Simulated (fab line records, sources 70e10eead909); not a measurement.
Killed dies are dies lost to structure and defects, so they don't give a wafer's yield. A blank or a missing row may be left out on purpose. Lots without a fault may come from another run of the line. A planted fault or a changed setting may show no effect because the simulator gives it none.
Which tool did it? | flow nand_harc | 24 lots, 72 wafers sampled, at 6 steps of a route of 1159

WHAT THE GAUGES READ, wafer by wafer
The record holds no reading of a measuring or inspecting step that can be judged against a usual standard deviation.

WHICH TOOL RAN EACH LOT (tool, then ch and the chambers of the sampled wafers, then the start)
lot  | NHARC_A_STAIRCASE_ETCH_25                     | NHARC_A_STAIRCASE_STRIP_175          | NHARC_A_STAIRCASE_ETCH_221                    | NHARC_A_STAIRCASE_ETCH_232                    | NHARC_A_STAIRCASE_ETCH_452                    | NHARC_A_STAIRCASE_HM_DEP_462
L075 | rie_diel-13 ch 0,1,2, day 11 11:05 or earlier | plasma_asher-02 ch 0,1, day 11 11:05 | rie_diel-06 ch 0,2, day 12 04:19 or earlier   | rie_diel-13 ch 0,3, day 12 04:19 or earlier   | rie_diel-06 ch 1,2, day 12 04:19 or earlier   | acl_dep-01 ch 0, day 12 04:19
L076 | rie_diel-03 ch 1,2, day 11 11:08 or earlier   | plasma_asher-01 ch 0,1, day 11 11:08 | rie_diel-03 ch 1,2,3, day 12 08:29 or earlier | rie_diel-13 ch 0,2, day 12 08:29 or earlier   | rie_diel-13 ch 0,2, day 12 08:29 or earlier   | acl_dep-02 ch 0, day 12 08:29
L077 | rie_diel-13 ch 0,2, day 11 14:19 or earlier   | plasma_asher-01 ch 1, day 11 14:19   | rie_diel-13 ch 0,1, day 12 10:20 or earlier   | rie_diel-13 ch 0,2, day 12 10:20 or earlier   | rie_diel-06 ch 0,2, day 12 10:20 or earlier   | acl_dep-02 ch 0, day 12 10:20
L074 | rie_diel-06 ch 1,2,3, day 11 14:52 or earlier | plasma_asher-02 ch 0, day 11 14:52   | rie_diel-03 ch 0,1,2, day 12 12:07 or earlier | rie_diel-13 ch 0,1, day 12 12:07 or earlier   | rie_diel-06 ch 1,3, day 12 12:07 or earlier   | acl_dep-01 ch 0, day 12 12:07
L078 | rie_diel-03 ch 1,2, day 11 19:38 or earlier   | plasma_asher-02 ch 0,1, day 11 19:38 | rie_diel-03 ch 0,3, day 12 16:09 or earlier   | rie_diel-13 ch 0,3, day 12 16:09 or earlier   | rie_diel-06 ch 0,2,3, day 12 16:09 or earlier | acl_dep-01 ch 0, day 12 16:09
L080 | rie_diel-06 ch 0,1, day 11 21:34 or earlier   | plasma_asher-02 ch 0,1, day 11 21:34 | rie_diel-06 ch 0,1,2, day 12 22:40 or earlier | rie_diel-13 ch 0,3, day 12 22:40 or earlier   | rie_diel-06 ch 0,1, day 12 22:40 or earlier   | acl_dep-03 ch 0, day 12 22:40
L079 | rie_diel-03 ch 0,2,3, day 11 21:42 or earlier | plasma_asher-01 ch 0,1, day 11 21:42 | rie_diel-13 ch 0,1, day 12 21:52 or earlier   | rie_diel-13 ch 1,2,3, day 12 21:52 or earlier | rie_diel-03 ch 0,3, day 12 21:52 or earlier   | acl_dep-02 ch 0, day 12 21:52
L081 | rie_diel-13 ch 0,1,2, day 12 10:16 or earlier | plasma_asher-02 ch 0,1, day 12 10:16 | rie_diel-03 ch 2,3, day 13 07:34 or earlier   | rie_diel-03 ch 0,2,3, day 13 07:34 or earlier | rie_diel-03 ch 0,1,2, day 13 07:34 or earlier | acl_dep-02 ch 0, day 13 07:34
L082 | rie_diel-06 ch 1,2,3, day 12 10:39 or earlier | plasma_asher-02 ch 0,1, day 12 10:39 | rie_diel-06 ch 2,3, day 13 07:15 or earlier   | rie_diel-03 ch 0,2,3, day 13 07:15 or earlier | rie_diel-06 ch 0,1, day 13 07:15 or earlier   | acl_dep-03 ch 0, day 13 07:15
L083 | rie_diel-06 ch 0,2,3, day 13 07:08 or earlier | plasma_asher-01 ch 0,1, day 13 07:08 | rie_diel-03 ch 0,1,3, day 13 23:05 or earlier | rie_diel-13 ch 1,2,3, day 13 23:05 or earlier | rie_diel-03 ch 0,2,3, day 13 23:05 or earlier | acl_dep-01 ch 0, day 13 23:05
L085 | rie_diel-13 ch 0,2,3, day 13 14:19 or earlier | plasma_asher-01 ch 0,1, day 13 14:19 | rie_diel-06 ch 1,2,3, day 14 07:11 or earlier | rie_diel-06 ch 1,2,3, day 14 07:11 or earlier | rie_diel-06 ch 0,2,3, day 14 07:11 or earlier | acl_dep-01 ch 0, day 14 07:11
L084 | rie_diel-13 ch 0,3, day 13 17:30 or earlier   | plasma_asher-02 ch 0,1, day 13 17:30 | rie_diel-03 ch 0,2,3, day 14 10:56 or earlier | rie_diel-06 ch 0,1,2, day 14 10:56 or earlier | rie_diel-13 ch 0,1,3, day 14 10:56 or earlier | acl_dep-02 ch 0, day 14 10:56
L087 | rie_diel-06 ch 0,1,2, day 13 23:26 or earlier | plasma_asher-02 ch 0,1, day 13 23:26 | rie_diel-06 ch 0,2,3, day 14 20:38 or earlier | rie_diel-13 ch 0,3, day 14 20:38 or earlier   | rie_diel-06 ch 1,2,3, day 14 20:38 or earlier | acl_dep-01 ch 0, day 14 20:38
L086 | rie_diel-13 ch 0,1,3, day 13 23:29 or earlier | plasma_asher-01 ch 0,1, day 13 23:29 | rie_diel-13 ch 0,1,3, day 14 18:47 or earlier | rie_diel-03 ch 0,1,3, day 14 18:47 or earlier | rie_diel-06 ch 0,1,2, day 14 18:47 or earlier | acl_dep-01 ch 0, day 14 18:47
L088 | rie_diel-13 ch 0,1, day 14 04:13 or earlier   | plasma_asher-01 ch 0,1, day 14 04:13 | rie_diel-03 ch 0,1,3, day 14 22:46 or earlier | rie_diel-13 ch 0,1, day 14 22:46 or earlier   | rie_diel-03 ch 0,1,3, day 14 22:46 or earlier | acl_dep-01 ch 0, day 14 22:46
L089 | rie_diel-06 ch 1,2,3, day 14 19:32 or earlier | plasma_asher-02 ch 0,1, day 14 19:32 | rie_diel-13 ch 0,1,3, day 15 13:07 or earlier | rie_diel-06 ch 0,2,3, day 15 13:07 or earlier | rie_diel-06 ch 2,3, day 15 13:07 or earlier   | acl_dep-02 ch 0, day 15 13:07
L090 | rie_diel-13 ch 0,1,2, day 14 20:58 or earlier | plasma_asher-01 ch 0,1, day 14 20:58 | rie_diel-06 ch 1,2, day 15 15:12 or earlier   | rie_diel-06 ch 0,1, day 15 15:12 or earlier   | rie_diel-06 ch 1,2,3, day 15 15:12 or earlier | acl_dep-03 ch 0, day 15 15:12
L091 | rie_diel-13 ch 0,2, day 15 07:42 or earlier   | plasma_asher-02 ch 0,1, day 15 07:42 | rie_diel-06 ch 1,2, day 16 04:15 or earlier   | rie_diel-06 ch 0,2, day 16 04:15 or earlier   | rie_diel-13 ch 0,1,3, day 16 04:15 or earlier | acl_dep-02 ch 0, day 16 04:15
L092 | rie_diel-13 ch 0,1,2, day 15 08:01 or earlier | plasma_asher-01 ch 0, day 15 08:01   | rie_diel-03 ch 0,2,3, day 16 02:53 or earlier | rie_diel-13 ch 0,3, day 16 02:53 or earlier   | rie_diel-06 ch 0,1,3, day 16 02:53 or earlier | acl_dep-01 ch 0, day 16 02:53
L093 | rie_diel-13 ch 1,2, day 15 15:37 or earlier   | plasma_asher-01 ch 0,1, day 15 15:37 | rie_diel-06 ch 0,1,3, day 16 08:06 or earlier | rie_diel-06 ch 1,2, day 16 08:06 or earlier   | rie_diel-06 ch 0,1,2, day 16 08:06 or earlier | acl_dep-01 ch 0, day 16 08:06
L094 | rie_diel-03 ch 2,3, day 15 15:58 or earlier   | plasma_asher-02 ch 0,1, day 15 15:58 | rie_diel-13 ch 0,2,3, day 16 10:13 or earlier | rie_diel-13 ch 0,1, day 16 10:13 or earlier   | rie_diel-13 ch 0,1,3, day 16 10:13 or earlier | acl_dep-02 ch 0, day 16 10:13
L096 | rie_diel-13 ch 0,2,3, day 16 06:19 or earlier | plasma_asher-01 ch 0,1, day 16 06:19 | rie_diel-06 ch 1,2,3, day 17 02:31 or earlier | rie_diel-13 ch 1,2, day 17 02:31 or earlier   | rie_diel-03 ch 2,3, day 17 02:31 or earlier   | acl_dep-01 ch 0, day 17 02:31
L095 | rie_diel-13 ch 0,1,2, day 16 11:04 or earlier | plasma_asher-01 ch 0,1, day 16 11:04 | rie_diel-13 ch 0,1,3, day 17 03:28 or earlier | rie_diel-13 ch 0,1,2, day 17 03:28 or earlier | rie_diel-13 ch 0,1,3, day 17 03:28 or earlier | acl_dep-02 ch 0, day 17 03:28
L097 | rie_diel-06 ch 0,3, day 16 20:43 or earlier   | plasma_asher-01 ch 0,1, day 16 20:43 | rie_diel-06 ch 0,1, day 17 17:00 or earlier   | rie_diel-13 ch 0,1, day 17 17:00 or earlier   | rie_diel-06 ch 0,2,3, day 17 17:00 or earlier | acl_dep-02 ch 0, day 17 17:00
- NHARC_A_STAIRCASE_ETCH_25: etches the open film in C4F8/O2, target depth 100 nm, time 40.5 s.
- NHARC_A_STAIRCASE_STRIP_175: strips in O2.
- NHARC_A_STAIRCASE_ETCH_221: etches the open film in C4F8/O2, target depth 100 nm, time 40.5 s.
- NHARC_A_STAIRCASE_ETCH_232: etches the open film in C4F8/O2, target depth 100 nm, time 40.5 s.
- NHARC_A_STAIRCASE_ETCH_452: etches the open film in CF4/O2, target depth 30 nm, overetch 3 nm, time 16.5 s.
- NHARC_A_STAIRCASE_HM_DEP_462: deposits aC, target thk 800 nm.

WHAT THE TOOLS THEMSELVES READ (means of the sampled wafers that have a number; where no wafer has one, the mark that the record gives instead)
NHARC_A_STAIRCASE_ETCH_25.
lot  | tool        | oes_product_au (a.u.) | rf_vpp_V (V)
L075 | rie_diel-13 | 0.944                 | 896
L076 | rie_diel-03 | 0.946                 | 899
L077 | rie_diel-13 | 0.937                 | 895
L074 | rie_diel-06 | 0.957                 | 896
L078 | rie_diel-03 | 0.937                 | 899
L080 | rie_diel-06 | 0.944                 | 891
L079 | rie_diel-03 | 0.935                 | 900
L081 | rie_diel-13 | 0.949                 | 895
L082 | rie_diel-06 | 0.947                 | 895
L083 | rie_diel-06 | 0.947                 | 895
L085 | rie_diel-13 | 0.942                 | 898
L084 | rie_diel-13 | 0.957                 | 902
L087 | rie_diel-06 | 0.951                 | 895
L086 | rie_diel-13 | 0.949                 | 901
L088 | rie_diel-13 | 0.945                 | 900
L089 | rie_diel-06 | 0.954                 | 896
L090 | rie_diel-13 | 0.953                 | 895
L091 | rie_diel-13 | 0.940                 | 891
L092 | rie_diel-13 | 0.941                 | 895
L093 | rie_diel-13 | 0.944                 | 894
L094 | rie_diel-03 | 0.939                 | 902
L096 | rie_diel-13 | 0.946                 | 898
L095 | rie_diel-13 | 0.949                 | 894
L097 | rie_diel-06 | 0.938                 | 889

NHARC_A_STAIRCASE_STRIP_175.
lot  | tool            | drypump_motor_current_A (A) | heater_power_w (W)
L075 | plasma_asher-02 | 5.8                         | 378
L076 | plasma_asher-01 | 5.8                         | 318
L077 | plasma_asher-01 | 5.5                         | 328
L074 | plasma_asher-02 | 6.0                         | 399
L078 | plasma_asher-02 | 5.8                         | 379
L080 | plasma_asher-02 | 5.8                         | 373
L079 | plasma_asher-01 | 5.8                         | 319
L081 | plasma_asher-02 | 5.5                         | 355
L082 | plasma_asher-02 | 5.5                         | 357
L083 | plasma_asher-01 | 5.6                         | 342
L085 | plasma_asher-01 | 5.8                         | 337
L084 | plasma_asher-02 | 5.8                         | 376
L087 | plasma_asher-02 | 5.5                         | 355
L086 | plasma_asher-01 | 5.6                         | 339
L088 | plasma_asher-01 | 5.6                         | 342
L089 | plasma_asher-02 | 5.5                         | 354
L090 | plasma_asher-01 | 5.7                         | 340
L091 | plasma_asher-02 | 5.8                         | 374
L092 | plasma_asher-01 | 6.0                         | 340
L093 | plasma_asher-01 | 5.8                         | 338
L094 | plasma_asher-02 | 5.8                         | 376
L096 | plasma_asher-01 | 5.6                         | 336
L095 | plasma_asher-01 | 5.9                         | 335
L097 | plasma_asher-01 | 5.8                         | 333

NHARC_A_STAIRCASE_ETCH_221.
lot  | tool        | oes_product_au (a.u.) | rf_vpp_V (V)
L075 | rie_diel-06 | 0.931                 | 901
L076 | rie_diel-03 | 0.936                 | 901
L077 | rie_diel-13 | 0.961                 | 898
L074 | rie_diel-03 | 0.950                 | 897
L078 | rie_diel-03 | 0.941                 | 902
L080 | rie_diel-06 | 0.933                 | 896
L079 | rie_diel-13 | 0.923                 | 898
L081 | rie_diel-03 | 0.921                 | 904
L082 | rie_diel-06 | 0.921                 | 894
L083 | rie_diel-03 | 0.928                 | 899
L085 | rie_diel-06 | 0.949                 | 895
L084 | rie_diel-03 | 0.917                 | 899
L087 | rie_diel-06 | 0.935                 | 895
L086 | rie_diel-13 | 0.951                 | 902
L088 | rie_diel-03 | 0.939                 | 900
L089 | rie_diel-13 | 0.959                 | 901
L090 | rie_diel-06 | 0.944                 | 896
L091 | rie_diel-06 | 0.930                 | 895
L092 | rie_diel-03 | 0.919                 | 900
L093 | rie_diel-06 | 0.917                 | 889
L094 | rie_diel-13 | 0.948                 | 898
L096 | rie_diel-06 | 0.943                 | 895
L095 | rie_diel-13 | 0.935                 | 901
L097 | rie_diel-06 | 0.953                 | 891

NHARC_A_STAIRCASE_ETCH_232.
lot  | tool        | oes_product_au (a.u.) | rf_vpp_V (V)
L075 | rie_diel-13 | 0.949                 | 896
L076 | rie_diel-13 | 0.961                 | 896
L077 | rie_diel-13 | 0.943                 | 896
L074 | rie_diel-13 | 0.942                 | 899
L078 | rie_diel-13 | 0.940                 | 896
L080 | rie_diel-13 | 0.938                 | 895
L079 | rie_diel-13 | 0.943                 | 891
L081 | rie_diel-03 | 0.921                 | 900
L082 | rie_diel-03 | 0.932                 | 899
L083 | rie_diel-13 | 0.954                 | 897
L085 | rie_diel-06 | 0.949                 | 895
L084 | rie_diel-06 | 0.942                 | 897
L087 | rie_diel-13 | 0.930                 | 902
L086 | rie_diel-03 | 0.937                 | 899
L088 | rie_diel-13 | 0.944                 | 898
L089 | rie_diel-06 | 0.939                 | 895
L090 | rie_diel-06 | 0.958                 | 891
L091 | rie_diel-06 | 0.937                 | 901
L092 | rie_diel-13 | 0.934                 | 903
L093 | rie_diel-06 | 0.951                 | 900
L094 | rie_diel-13 | 0.940                 | 898
L096 | rie_diel-13 | 0.940                 | 891
L095 | rie_diel-13 | 0.948                 | 895
L097 | rie_diel-13 | 0.962                 | 899

NHARC_A_STAIRCASE_ETCH_452.
lot  | tool        | drypump_motor_current_A (A) | o2_flow_sccm (sccm) | oes_product_au (a.u.) | rf_vpp_V (V) | showerhead_plenum_p_Torr (Torr) | throttle_valve_pct (%)
L075 | rie_diel-06 | 5.2                         | 19.98               | 1.007                 | 198.4        | 1.35                            | 13.394
L076 | rie_diel-13 | 5.4                         | 19.97               | 1.006                 | 196.8        | 1.29                            | 13.397
L077 | rie_diel-06 | 5.7                         | 20.00               | 0.993                 | 198.7        | 1.33                            | 13.392
L074 | rie_diel-06 | 5.7                         | 19.99               | 1.002                 | 197.1        | 1.28                            | 13.405
L078 | rie_diel-06 | 5.7                         | 19.97               | 0.997                 | 197.2        | 1.33                            | 13.391
L080 | rie_diel-06 | 5.5                         | 20.01               | 0.985                 | 197.5        | 1.28                            | 13.397
L079 | rie_diel-03 | 5.5                         | 19.95               | 0.989                 | 198.8        | 1.40                            | 13.402
L081 | rie_diel-03 | 5.5                         | 20.02               | 0.999                 | 198.1        | 1.35                            | 13.402
L082 | rie_diel-06 | 5.2                         | 20.01               | 0.997                 | 196.9        | 1.29                            | 13.401
L083 | rie_diel-03 | 5.2                         | 19.99               | 0.988                 | 197.8        | 1.38                            | 13.396
L085 | rie_diel-06 | 5.8                         | 19.96               | 0.994                 | 197.2        | 1.32                            | 13.400
L084 | rie_diel-13 | 5.5                         | 19.99               | 1.004                 | 199.5        | 1.39                            | 13.396
L087 | rie_diel-06 | 5.5                         | 20.01               | 1.009                 | 197.7        | 1.33                            | 13.407
L086 | rie_diel-06 | 5.4                         | 19.94               | 0.992                 | 197.6        | 1.33                            | 13.399
L088 | rie_diel-03 | 5.8                         | 19.99               | 0.994                 | 198.6        | 1.37                            | 13.392
L089 | rie_diel-06 | 5.8                         | 20.01               | 0.998                 | 199.0        | 1.38                            | 13.401
L090 | rie_diel-06 | 5.6                         | 19.97               | 1.006                 | 197.8        | 1.33                            | 13.397
L091 | rie_diel-13 | 5.5                         | 19.93               | 1.003                 | 199.2        | 1.39                            | 13.395
L092 | rie_diel-06 | 5.6                         | 20.00               | 0.994                 | 196.6        | 1.27                            | 13.396
L093 | rie_diel-06 | 5.4                         | 19.97               | 0.994                 | 198.7        | 1.33                            | 13.401
L094 | rie_diel-13 | 5.5                         | 19.95               | 1.004                 | 199.1        | 1.39                            | 13.396
L096 | rie_diel-03 | 5.0                         | 20.04               | 0.996                 | 199.3        | 1.39                            | 13.395
L095 | rie_diel-13 | 5.5                         | 20.03               | 0.999                 | 199.7        | 1.38                            | 13.405
L097 | rie_diel-06 | 5.8                         | 20.00               | 0.994                 | 196.0        | 1.32                            | 13.407

NHARC_A_STAIRCASE_HM_DEP_462.
lot  | tool       | throttle_valve_pct (%)
L075 | acl_dep-01 | 34.998
L076 | acl_dep-02 | 35.006
L077 | acl_dep-02 | 34.992
L074 | acl_dep-01 | 34.998
L078 | acl_dep-01 | 35.001
L080 | acl_dep-03 | 34.999
L079 | acl_dep-02 | 34.998
L081 | acl_dep-02 | 34.993
L082 | acl_dep-03 | 34.998
L083 | acl_dep-01 | 35.005
L085 | acl_dep-01 | 34.990
L084 | acl_dep-02 | 34.996
L087 | acl_dep-01 | 34.999
L086 | acl_dep-01 | 35.003
L088 | acl_dep-01 | 35.006
L089 | acl_dep-02 | 34.993
L090 | acl_dep-03 | 35.007
L091 | acl_dep-02 | 35.005
L092 | acl_dep-01 | 34.997
L093 | acl_dep-01 | 34.999
L094 | acl_dep-02 | 34.994
L096 | acl_dep-01 | 34.997
L095 | acl_dep-02 | 35.010
L097 | acl_dep-02 | 35.001

THE ANSWER, worked out from the rows above alone
Rule: what is usual is taken from the lots themselves. Put in order of their means at a reading, lots are off if they are a third of the lots or fewer, leave a main group of 4 or more, and stand apart from it by a gap of 3 or more times the standard deviation of the main group's means; of several such gaps the widest counts. A main group whose means are all the same, to the digits that the tables above print for the reading, isn't used. A lot without any number at a reading at which 4 lots or more have one is off too. The other lots that the step has rows for count as sound. The gauges are gone through in route order, then the tools' own readings, and for those a lot's mean is taken as printed above. The first step at which some lot is off is used, and at that step the reading that is off furthest; a lot without a number counts as furthest.
No lot is off at any reading shown: from this, nothing can be told.

WHAT THE SIMULATOR HAD PUT IN
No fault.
